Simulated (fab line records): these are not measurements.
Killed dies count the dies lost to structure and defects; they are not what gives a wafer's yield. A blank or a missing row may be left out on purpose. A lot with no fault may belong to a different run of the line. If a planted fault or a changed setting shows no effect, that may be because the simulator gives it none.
fab line records ; flow n5-finfet ; part 1 of 2: steps 1 to 20 of 27
[record] lots = 5; wafers = 15; last-day = 18
route steps=1938 shown BEOL_M11@1557
lots with no fault: from the same line, run without faults
start-h: hours from the record's opening day to when the first of the lot's shown wafers began ; wait-h: hours since the lot's step before ; " same as the row above ; L1.1+2: several wafers, shown together as one row ; - either no value or no given start ; * or withheld: withheld ; < > ~ a bound
route shown NAME@n: names a module that has steps shown in the file, with the first one's number in the route ; usual: the fault-free wafers' mean and standard deviation ; same: alike in all rows ; chamber/n: place in a boat ; sites: the reading at each site ; _std_site: the values' standard deviation ; _edge_site: inner sites' mean taken away from outer sites' mean ; radius-mm: for every site, how far away it sits from the centre of the wafer ; mask NAME#n: copy n ; behind: the last tool/chamber to shape the wafer ; hold: why the lot was held/for how many hours/how that ended ; device: which transistor (n, p or np) failed to switch ; end of line: tests of these same wafers at the route's end ; step lacking rows: just its recipe ; killed: dies that structure and defects cost at the first sort, which is not the same as the wafer's yield ; map: dies across one wafer; x = killed, . = not, _ = none there
set.NAME: the run value of the setting; set.NAME@STEP: its run value at that earlier step ; model.NAME: the simulator's own value behind a step, which no gauge read
a table for each step, a row for each wafer; lots at some steps of the route
services: when a tool's chamber went out of use (start-h, in hours from the record's first day, below 0 if earlier), for how many hours, and the reason
[[steps]]
[step N5_BEOL_M11_HM_OPEN_17]
[recipe] chemistry = Cl2/BCl3; target-depth-a = 200; overetch-a = 60; target = TiN; mask-material = SOC; ion-energy-ev = 150; pressure-mtorr = 10; icp-w = 1000; bias-w = 126; Cl2_flow_sccm = 53.25; bcl3-flow-sccm = 21.75; Ar_flow_sccm = 25
[usual] chamber-pressure-mTorr = 9.999/0.01; drypump-motor-current-A = 5.68/0.27; oes-product-au = 0.68/0.076; throttle-valve-pct = 22.12/0.12
lot.wafer;tool;chamber;start-h;wait-h;chamber-pressure-mTorr;drypump-motor-current-A;oes-product-au;rf-hours-counter-h;throttle-valve-pct
L077.2;rie-metal-01;1;257.57;0.0;9.991;6.34;0.62;55;22.06
L077.4;rie-metal-01;0;257.57;0.0;10.005;5.73;0.77;-;22.02
L077.5;rie-metal-01;0;257.57;0.0;9.998;5.73;0.77;-;22.01
L080.2;rie-metal-03;0;265.26;0.0;9.998;6.00;0.59;85;21.93
L080.4;rie-metal-03;1;265.26;0.0;9.998;5.81;0.81;-;22.24
L080.6;rie-metal-03;0;265.26;0.0;9.994;6.02;0.59;-;21.95
L084.1;rie-metal-03;0;301.55;0.0;10.003;5.99;0.58;89;21.96
L084.3;rie-metal-03;1;301.55;0.0;9.998;5.80;0.77;-;22.25
L084.6;rie-metal-03;0;301.55;0.0;10.019;5.98;0.58;-;21.95
L086.4;rie-metal-01;0;304.13;0.1;10.010;5.73;0.76;-;22.01
L086.5;rie-metal-01;0;304.13;0.1;10.000;5.72;0.76;-;22.02
L086.6;rie-metal-01;0;304.13;0.1;9.994;5.73;0.75;-;22.01
L097.1;rie-metal-02;1;372.27;0.0;10.019;5.50;0.60;68;22.13
L097.5;rie-metal-02;0;372.27;0.0;9.993;5.39;0.70;-;22.29
L097.6;rie-metal-02;1;372.27;0.0;10.013;5.55;0.60;-;22.14
[step N5_BEOL_M11_STRIP_19]
[recipe] chemistry = O2; power-w = 400; temp-c = 40; pressure-mtorr = 30; rf-frequency-hz = 6e+07; bias-power-w = 0; overash-fraction = 0.2; o2-flow-sccm = 225
[usual] chamber-pressure-mTorr = 30.00/0.034; drypump-motor-current-A = 5.9/0.59; oes-product-au = 0.81/0.096; rf-vpp-V = 3.7/0.55; showerhead-plenum-p-Torr = 2.11/0.08; throttle-valve-pct = 16.62/0.19
[same] bias-power-w = 0
lot.wafer;tool;chamber;start-h;wait-h;chamber-pressure-mTorr;drypump-motor-current-A;oes-product-au;rf-hours-counter-h;rf-vpp-V;showerhead-plenum-p-Torr;throttle-valve-pct
L077.2;rie-diel-04;3;257.68;0.1;29.99;6.8;0.66;238;3.4;1.98;16.62
L077.4;rie-diel-04;3;257.68;0.1;30.00;6.8;0.67;-;4.2;1.98;16.60
L077.5;rie-diel-04;0;257.68;0.1;29.94;5.4;0.76;-;3.6;2.17;16.84
L080.2;rie-diel-04;0;265.37;0.1;29.97;5.4;0.74;186;3.8;2.17;16.84
L080.4;rie-diel-04;2;265.37;0.1;29.98;6.1;1.02;0;3.3;2.07;16.46
L080.6;rie-diel-04;0;265.37;0.1;29.99;5.4;0.75;-;3.6;2.16;16.84
L084.1;rie-diel-01;0;301.66;0.1;29.99;5.9;0.87;60;3.0;2.21;16.46
L084.3;rie-diel-01;3;301.66;0.1;29.93;6.2;0.75;142;3.5;2.01;16.52
L084.6;rie-diel-01;0;301.66;0.1;29.96;5.9;0.88;-;4.2;2.22;16.44
L086.4;rie-diel-03;1;304.27;0.1;29.98;6.1;0.72;-;2.8;2.18;16.90
L086.5;rie-diel-03;3;304.27;0.1;30.02;6.4;0.85;-;4.2;2.23;16.41
L086.6;rie-diel-03;2;304.27;0.1;30.07;5.5;0.71;-;4.5;2.06;16.85
L097.1;rie-diel-03;0;372.51;0.2;29.99;5.1;0.70;220;3.7;1.99;16.65
L097.5;rie-diel-03;1;372.51;0.2;29.97;6.1;0.69;-;3.5;2.18;16.93
L097.6;rie-diel-03;2;372.51;0.2;30.00;5.5;0.69;-;3.2;2.06;16.88
[step N5_BEOL_M11_CD_MEAS_18]
[recipe] pitch-nm = 140; target-cd-nm = 70
[usual] cd-nm = 70.0/0.5
lot.wafer;tool;chamber;start-h;wait-h;cd-nm
L077.2;cd-sem-02;-;257.75;0.1;69.8
L077.4;cd-sem-02;-;257.75;0.1;69.7
L077.5;cd-sem-02;-;257.75;0.1;69.5
L080.2;cd-sem-03;-;265.44;0.1;70.2
L080.4;cd-sem-03;-;265.44;0.1;69.9
L080.6;cd-sem-03;-;265.44;0.1;69.1
L084.1;cd-sem-03;-;301.73;0.0;69.8
L084.3;cd-sem-03;-;301.73;0.0;70.0
L084.6;cd-sem-03;-;301.73;0.0;69.5
L086.4;cd-sem-02;-;304.33;0.0;70.1
L086.5;cd-sem-02;-;304.33;0.0;70.2
L086.6;cd-sem-02;-;304.33;0.0;70.2
L097.1;cd-sem-01;-;372.58;0.0;69.5
L097.5;cd-sem-01;-;372.58;0.0;69.7
L097.6;cd-sem-01;-;372.58;0.0;69.5
[step N5_BEOL_M11_COAT_63]
[recipe] resist = SOC; temp-c = 250; time-s = 60; spin-rpm = 1500; resist-thk-nm = 100
[usual] dispense-pressure-kPa = 49/4.4
lot.wafer;tool;chamber;start-h;wait-h;dispense-pressure-kPa
L077.2;litho-track-01;0;259.69;1.9;44
L077.4;litho-track-01;0;259.69;1.9;44
L077.5;litho-track-01;0;259.69;1.9;44
L080.2;litho-track-04;0;267.42;2.0;50
L080.4;litho-track-04;0;267.42;2.0;50
L080.6;litho-track-04;0;267.42;2.0;50
L084.1;litho-track-04;0;302.06;0.3;50
L084.3;litho-track-04;0;302.06;0.3;50
L084.6;litho-track-04;0;302.06;0.3;50
L086.4;litho-track-01;0;304.73;0.4;43
L086.5;litho-track-01;0;304.73;0.4;44
L086.6;litho-track-01;0;304.73;0.4;44
L097.1;litho-track-04;0;373.91;1.3;50
L097.5;litho-track-04;0;373.91;1.3;50
L097.6;litho-track-04;0;373.91;1.3;50
[step N5_BEOL_M11_COAT_64]
[recipe] resist = SiARC; temp-c = 220; time-s = 60; spin-rpm = 1500; resist-thk-nm = 30
[usual] dispense-pressure-kPa = 49/4.4
lot.wafer;tool;chamber;start-h;wait-h;dispense-pressure-kPa
L077.2;litho-track-01;0;-;-;43
L077.4;litho-track-01;0;-;-;43
L077.5;litho-track-01;0;-;-;43
L080.2;litho-track-04;0;-;-;50
L080.4;litho-track-04;0;-;-;50
L080.6;litho-track-04;0;-;-;50
L084.1;litho-track-04;0;-;-;50
L084.3;litho-track-04;0;-;-;50
L084.6;litho-track-04;0;-;-;50
L086.4;litho-track-01;0;-;-;43
L086.5;litho-track-01;0;-;-;43
L086.6;litho-track-01;0;-;-;43
L097.1;litho-track-04;0;-;-;50
L097.5;litho-track-04;0;-;-;50
L097.6;litho-track-04;0;-;-;50
[step N5_BEOL_M11_COAT_22]
[recipe] resist = CAR-ArF; spin-rpm = 1500; resist-thk-nm = 90
[usual] dispense-pressure-kPa = 49/4.4
lot.wafer;tool;chamber;start-h;wait-h;dispense-pressure-kPa
L077.2;litho-track-01;0;-;-;44
L077.4;litho-track-01;0;-;-;43
L077.5;litho-track-01;0;-;-;43
L080.2;litho-track-04;0;-;-;50
L080.4;litho-track-04;0;-;-;50
L080.6;litho-track-04;0;-;-;50
L084.1;litho-track-04;0;-;-;50
L084.3;litho-track-04;0;-;-;50
L084.6;litho-track-04;0;-;-;50
L086.4;litho-track-01;0;-;-;44
L086.5;litho-track-01;0;-;-;44
L086.6;litho-track-01;0;-;-;43
L097.1;litho-track-04;0;-;-;50
L097.5;litho-track-04;0;-;-;50
L097.6;litho-track-04;0;-;-;50
[step N5_BEOL_M11_EBR_24]
[recipe] solvent = PGMEA; ebr-width-mm = 1.5
lot.wafer;tool;chamber;start-h;wait-h
L077.2+4+5;litho-track-01;0;-;-
L080.2+4+6;litho-track-04;0;-;-
L084.1+3+6;litho-track-04;0;-;-
L086.4+5+6;litho-track-01;0;-;-
L097.1+5+6;litho-track-04;0;-;-
[step N5_BEOL_M11_SOFTBAKE_23]
[recipe] temp-c = 110; time-s = 60; resist = CAR-ArF
lot.wafer;tool;chamber;start-h;wait-h
L077.2+4+5;litho-track-01;0;-;-
L080.2+4+6;litho-track-04;0;-;-
L084.1+3+6;litho-track-04;0;-;-
L086.4+5+6;litho-track-01;0;-;-
L097.1+5+6;litho-track-04;0;-;-
[step N5_BEOL_M11_EXPOSE_25]
[recipe] mask-id = V10; na = 1.35; source-shape = annular; sigma-inner = 0.5; sigma-outer = 0.8; polarization = unpolarized; dose-mj = 85.5
[same] na = 1.35
lot.wafer;tool;chamber;start-h;wait-h;mask
L077.2+4+5;arfi-scanner-01;0;259.82;-;V10#0
L080.2+4+6;arfi-scanner-02;0;267.55;-;V10#0
L084.1+3+6;arfi-scanner-02;0;302.31;-;V10#0
L086.4+5+6;arfi-scanner-03;0;304.99;-;V10#0
L097.1+5+6;arfi-scanner-02;0;374.32;-;V10#0
[step N5_BEOL_M11_PEB_26]
[recipe] peb-temp-c = withheld; peb-time-s = 60; resist = CAR-ArF
lot.wafer;tool;chamber;start-h;wait-h
L077.2+4+5;litho-track-02;0;259.88;0.1
L080.2+4+6;litho-track-04;0;267.61;0.1
L084.1+3+6;litho-track-04;0;302.37;0.1
L086.4+5+6;litho-track-01;0;305.04;0.0
L097.1+5+6;litho-track-02;0;374.38;0.1
[step N5_BEOL_M11_DEVELOP_27]
[recipe] develop-time-s = 30; developer = TMAH; resist = CAR-ArF; rinse-liquid = diw; dry = air-spin; dev-temp-c = 23
lot.wafer;tool;chamber;start-h;wait-h
L077.2+4+5;litho-track-02;0;-;-
L080.2+4+6;litho-track-04;0;-;-
L084.1+3+6;litho-track-04;0;-;-
L086.4+5+6;litho-track-01;0;-;-
L097.1+5+6;litho-track-02;0;-;-
[step N5_BEOL_M11_CD_MEAS_28]
[recipe] target-cd-nm = 70; landing-energy-ev = 500; detector = se-inlens; polarity = opening
[usual] cd-nm = 69.7/0.79
lot.wafer;tool;chamber;start-h;wait-h;cd-nm
L077.2;cd-sem-02;0;259.94;-;68.7
L077.4;cd-sem-02;0;259.94;-;70.7
L077.5;cd-sem-02;0;259.94;-;69.4
L080.2;cd-sem-03;0;267.67;-;68.3
L080.4;cd-sem-03;0;267.67;-;68.1
L080.6;cd-sem-03;0;267.67;-;68.8
L084.1;cd-sem-03;0;302.44;-;70.0
L084.3;cd-sem-03;0;302.44;-;70.2
L084.6;cd-sem-03;0;302.44;-;69.3
L086.4;cd-sem-02;0;305.10;-;70.4
L086.5;cd-sem-02;0;305.10;-;70.5
L086.6;cd-sem-02;0;305.10;-;70.7
L097.1;cd-sem-01;0;374.45;-;70.3
L097.5;cd-sem-01;0;374.45;-;70.9
L097.6;cd-sem-01;0;374.45;-;70.0
[step N5_BEOL_M11_OVL_MEAS_29]
[recipe] points-per-wafer = 44
[usual] V10_OVL = -0.1/0.79
[same] points-per-wafer = 44
lot.wafer;tool;chamber;start-h;wait-h;V10_OVL[nm]
L077.2;overlay-02;0;259.97;0.0;-0.2
L077.4;overlay-02;0;259.97;0.0;-1.4
L077.5;overlay-02;0;259.97;0.0;0.1
L080.2;overlay-02;0;267.70;0.0;-1.0
L080.4;overlay-02;0;267.70;0.0;0.1
L080.6;overlay-02;0;267.70;0.0;1.0
L084.1;overlay-02;0;302.47;0.0;-0.2
L084.3;overlay-02;0;302.47;0.0;-0.7
L084.6;overlay-02;0;302.47;0.0;-1.4
L086.4;overlay-02;0;305.13;0.0;0.6
L086.5;overlay-02;0;305.13;0.0;0.0
L086.6;overlay-02;0;305.13;0.0;0.0
L097.1;overlay-02;0;374.48;0.0;0.7
L097.5;overlay-02;0;374.48;0.0;0.4
L097.6;overlay-02;0;374.48;0.0;-0.4
[step N5_BEOL_M11_INSPECT_30]
[recipe] mode = adi; inspect-instrument = brightfield
[usual] raw-defect-count = 416/93
lot.wafer;tool;chamber;start-h;wait-h;raw-defect-count
L077.2;defect-inspect-01;-;260.00;0.0;494
L077.4;defect-inspect-01;-;260.00;0.0;412
L077.5;defect-inspect-01;-;260.00;0.0;388
L080.2;defect-inspect-01;-;267.73;0.0;368
L080.4;defect-inspect-01;-;267.73;0.0;371
L080.6;defect-inspect-01;-;267.73;0.0;301
L084.1;defect-inspect-01;-;302.50;0.0;572
L084.3;defect-inspect-01;-;302.50;0.0;295
L084.6;defect-inspect-01;-;302.50;0.0;359
L086.4;defect-inspect-01;-;305.16;0.0;347
L086.5;defect-inspect-01;-;305.16;0.0;352
L086.6;defect-inspect-01;-;305.16;0.0;411
L097.1;defect-inspect-02;-;374.50;0.0;404
L097.5;defect-inspect-02;-;374.50;0.0;595
L097.6;defect-inspect-02;-;374.50;0.0;528
[step N5_BEOL_M11_DESCUM_33]
[recipe] chemistry = O2; time-s = 7.9; source-power-w = 50; bias-power-w = 20; pressure-mtorr = 20; rf-frequency-hz = 2.712e+07; temp-c = 40; resist = CAR-ArF; o2-flow-sccm = 225
[usual] bias-power-w = 19.99/0.058; chamber-pressure-mTorr = 19.999/0.019; drypump-motor-current-A = 5.8/0.6; oes-product-au = 0.79/0.089; rf-vpp-V = 243.4/1.6; showerhead-plenum-p-Torr = 2.11/0.084; throttle-valve-pct = 20.39/0.18
lot.wafer;tool;chamber;start-h;wait-h;bias-power-w;chamber-pressure-mTorr;drypump-motor-current-A;oes-product-au;rf-hours-counter-h;rf-vpp-V;showerhead-plenum-p-Torr;throttle-valve-pct
L077.2;rie-diel-03;2;260.03;0.0;20.03;19.963;5.4;0.71;212;242.7;2.06;20.54
L077.4;rie-diel-03;1;260.03;0.0;20.01;20.007;6.1;0.72;168;244.2;2.18;20.60
L077.5;rie-diel-03;1;260.03;0.0;20.00;20.015;6.1;0.72;-;245.5;2.19;20.60
L080.2;rie-diel-03;3;267.76;0.0;19.95;20.007;6.4;0.87;39;245.5;2.23;20.16
L080.4;rie-diel-03;0;267.76;0.0;20.02;20.022;5.1;0.72;194;240.9;2.00;20.33
L080.6;rie-diel-03;0;267.76;0.0;20.00;20.023;5.1;0.72;-;241.0;2.00;20.32
L084.1;rie-diel-01;0;302.60;0.1;19.98;20.006;5.9;0.87;60;244.8;2.21;20.22
L084.3;rie-diel-01;1;302.60;0.1;19.94;20.010;4.7;0.88;36;242.6;2.12;20.37
L084.6;rie-diel-01;1;302.60;0.1;19.96;19.973;4.7;0.88;-;243.4;2.12;20.37
L086.4;rie-diel-04;1;305.21;0.1;19.84;19.995;5.4;0.87;-;244.5;2.12;20.33
L086.5;rie-diel-04;0;305.21;0.1;19.97;20.009;5.3;0.73;-;243.5;2.16;20.60
L086.6;rie-diel-04;2;305.21;0.1;19.81;19.988;6.1;0.95;-;242.9;2.06;20.27
L097.1;rie-diel-03;3;374.65;0.1;19.97;19.991;6.4;0.81;76;245.5;2.22;20.22
L097.5;rie-diel-03;0;374.65;0.1;20.02;20.021;5.2;0.69;-;241.1;1.99;20.37
L097.6;rie-diel-03;1;374.65;0.1;20.02;19.987;6.1;0.68;-;244.6;2.17;20.65
[step N5_BEOL_M11_ETCH_65]
[recipe] chemistry = CF4; target = SiARC; target-depth-a = 390; mask-material = CAR-ArF; time-s = 65; ion-energy-ev = 80; pressure-mtorr = 40; source-w = 545; bias-w = 36; Ar_flow_sccm = 100; cf4-flow-sccm = 100; ends = cleared
[usual] chamber-pressure-mTorr = 40.00/0.037; drypump-motor-current-A = 5.8/0.6; etch-rf-on-time-s = 64.9/0.88; oes-product-au = 0.67/0.077; rf-vpp-V = 184.2/1.2; showerhead-plenum-p-Torr = 2.16/0.08; throttle-valve-pct = 15.58/0.2
lot.wafer;tool;chamber;start-h;wait-h;chamber-pressure-mTorr;drypump-motor-current-A;etch-rf-on-time-s;oes-product-au;rf-hours-counter-h;rf-vpp-V;showerhead-plenum-p-Torr;throttle-valve-pct
L077.2;rie-diel-03;2;260.06;0.0;40.01;5.4;64.5;0.61;212;183.9;2.12;15.80
L077.4;rie-diel-03;1;260.06;0.0;39.98;6.1;65.4;0.61;168;185.0;2.22;15.74
L077.5;rie-diel-03;1;260.06;0.0;40.03;6.1;65.2;0.61;-;184.8;2.22;15.77
L080.2;rie-diel-03;3;267.80;0.0;39.97;6.4;66.1;0.73;39;185.6;2.27;15.29
L080.4;rie-diel-03;0;267.80;0.0;40.00;5.1;65.6;0.60;194;181.5;2.05;15.58
L080.6;rie-diel-03;0;267.80;0.0;40.00;5.1;65.1;0.61;-;183.0;2.05;15.57
L084.1;rie-diel-01;0;302.64;0.0;40.07;5.9;64.5;0.75;60;185.4;2.26;15.38
L084.3;rie-diel-01;1;302.64;0.0;39.96;4.7;64.3;0.76;36;183.5;2.18;15.55
L084.6;rie-diel-01;1;302.64;0.0;39.98;4.7;64.3;0.76;-;183.6;2.18;15.55
L086.4;rie-diel-04;1;305.26;0.0;39.99;5.4;63.6;0.74;-;183.6;2.18;15.53
L086.5;rie-diel-04;0;305.26;0.0;39.96;5.4;65.8;0.62;-;185.1;2.21;15.84
L086.6;rie-diel-04;2;305.26;0.0;40.04;6.1;64.7;0.81;-;183.2;2.10;15.39
L097.1;rie-diel-03;3;374.68;0.0;39.99;6.4;64.9;0.70;76;186.5;2.25;15.36
L097.5;rie-diel-03;0;374.68;0.0;40.03;5.1;64.3;0.59;-;181.5;2.04;15.62
L097.6;rie-diel-03;1;374.68;0.0;39.98;6.1;66.4;0.58;-;184.3;2.21;15.84
[step N5_BEOL_M11_ETCH_66]
[recipe] chemistry = N2/H2; target = SOC; target-depth-a = 1200; overetch-a = 240; mask-material = SiARC; temp-c = 40; time-s = 180; ion-energy-ev = 200; pressure-mtorr = 30; source-w = 840; bias-w = 150; n2-flow-sccm = 200; h2-flow-sccm = 200
[usual] chamber-pressure-mTorr = 30.000/0.027; drypump-motor-current-A = 5.8/0.6; oes-product-au = 0.64/0.07; rf-vpp-V = 524.4/2.9; showerhead-plenum-p-Torr = 2.56/0.1; throttle-valve-pct = 17.77/0.22
lot.wafer;tool;chamber;start-h;wait-h;chamber-pressure-mTorr;drypump-motor-current-A;oes-product-au;rf-hours-counter-h;rf-vpp-V;showerhead-plenum-p-Torr;throttle-valve-pct
L077.2;rie-diel-03;2;260.11;0.0;30.003;5.5;0.57;212;522.8;2.51;18.09
L077.4;rie-diel-03;1;260.11;0.0;29.973;6.1;0.58;168;528.0;2.65;17.90
L077.5;rie-diel-03;1;260.11;0.0;29.985;6.1;0.58;-;526.6;2.65;17.90
L080.2;rie-diel-03;3;267.85;0.0;30.024;6.4;0.70;39;528.9;2.69;17.47
L080.4;rie-diel-03;0;267.85;0.0;29.980;5.2;0.57;194;519.0;2.42;17.69
L080.6;rie-diel-03;0;267.85;0.0;29.943;5.2;0.57;-;520.1;2.42;17.68
L084.1;rie-diel-01;0;302.69;0.0;30.069;5.9;0.69;60;528.0;2.69;17.53
L084.3;rie-diel-01;1;302.69;0.0;29.990;4.7;0.71;36;525.9;2.60;17.79
L084.6;rie-diel-01;1;302.69;0.0;30.003;4.7;0.71;-;525.0;2.60;17.79
L086.4;rie-diel-04;1;305.34;0.1;30.065;5.4;0.69;-;526.0;2.57;17.66
L086.5;rie-diel-04;0;305.34;0.1;30.008;5.4;0.60;-;527.4;2.63;18.10
L086.6;rie-diel-04;2;305.34;0.1;30.004;6.1;0.77;-;523.6;2.49;17.64
L097.1;rie-diel-03;3;374.73;0.0;29.963;6.4;0.65;76;527.0;2.68;17.53
L097.5;rie-diel-03;0;374.73;0.0;29.998;5.1;0.56;-;519.9;2.41;17.73
L097.6;rie-diel-03;1;374.73;0.0;29.996;6.1;0.56;-;526.0;2.63;17.96
[step N5_BEOL_M11_STRIP_69]
[recipe] chemistry = N2/H2; temp-c = 40; n2-flow-sccm = 200; h2-flow-sccm = 200; rf-frequency-hz = 6e+07
lot.wafer;tool;chamber;start-h;wait-h
L077.2+4+5;rie-diel-03;2,1,1;260.23;0.1
L080.2+4+6;rie-diel-03;3,0,0;267.96;0.1
L084.1+3+6;rie-diel-01;0,1,1;302.80;0.1
L086.4+5+6;rie-diel-04;1,0,2;305.40;0.0
L097.1+5+6;rie-diel-03;3,0,1;374.85;0.1
[step N5_BEOL_M11_VIA_ETCH_34]
[recipe] chemistry = C4F6/O2; target = SiCOH_lowk; target-depth-a = 1845; mask-material = SOC; taper-deg = 4; time-s = 69.2; ion-energy-ev = 250; pressure-mtorr = 30; source-w = 345; bias-w = 185; Ar_flow_sccm = 300; C4F6_flow_sccm = 10; O2_flow_sccm = 10
[usual] chamber-pressure-mTorr = 29.998/0.025; drypump-motor-current-A = 5.8/0.6; oes-product-au = 0.79/0.09; rf-vpp-V = 666/7.7; showerhead-plenum-p-Torr = 2.87/0.11; throttle-valve-pct = 20.87/0.19
lot.wafer;tool;chamber;start-h;wait-h;chamber-pressure-mTorr;drypump-motor-current-A;oes-product-au;rf-hours-counter-h;rf-vpp-V;showerhead-plenum-p-Torr;throttle-valve-pct
L077.2;rie-diel-03;2;260.24;0.0;30.023;5.5;0.71;213;663;2.82;21.08
L077.4;rie-diel-03;1;260.24;0.0;29.995;6.1;0.71;168;676;2.95;20.99
L077.5;rie-diel-03;1;260.24;0.0;30.022;6.1;0.71;-;676;2.95;21.00
L080.2;rie-diel-03;3;267.97;0.0;30.011;6.4;0.86;39;675;3.02;20.62
L080.4;rie-diel-03;0;267.97;0.0;30.015;5.1;0.71;194;656;2.72;20.76
L080.6;rie-diel-03;0;267.97;0.0;29.997;5.1;0.71;-;656;2.72;20.77
L084.1;rie-diel-01;0;302.81;0.0;29.987;5.9;0.88;60;655;2.99;20.66
L084.3;rie-diel-01;1;302.81;0.0;30.027;4.7;0.89;36;669;2.91;20.94
L084.6;rie-diel-01;1;302.81;0.0;29.993;4.7;0.89;-;669;2.91;20.95
L086.4;rie-diel-04;1;305.43;0.0;30.030;5.4;0.87;-;670;2.91;20.94
L086.5;rie-diel-04;0;305.43;0.0;29.991;5.4;0.73;-;660;2.94;21.14
L086.6;rie-diel-04;2;305.43;0.0;29.961;6.1;0.94;-;664;2.79;20.73
L097.1;rie-diel-03;3;374.86;0.0;30.020;6.4;0.81;77;674;3.00;20.68
L097.5;rie-diel-03;0;374.86;0.0;30.020;5.1;0.68;-;657;2.71;20.82
L097.6;rie-diel-03;1;374.86;0.0;29.964;6.1;0.68;-;677;2.93;21.04
[step N5_BEOL_M11_STRIP_73]
[recipe] chemistry = C4F6/O2; resist = SiARC; rf-frequency-hz = 6e+07
lot.wafer;tool;chamber;start-h;wait-h
L077.2+4+5;rie-diel-03;2,1,1;260.29;0.0
L080.2+4+6;rie-diel-03;3,0,0;268.02;0.0
L084.1+3+6;rie-diel-01;0,1,1;302.86;0.0
L086.4+5+6;rie-diel-04;1,0,2;305.46;0.0
L097.1+5+6;rie-diel-03;3,0,1;374.91;0.0
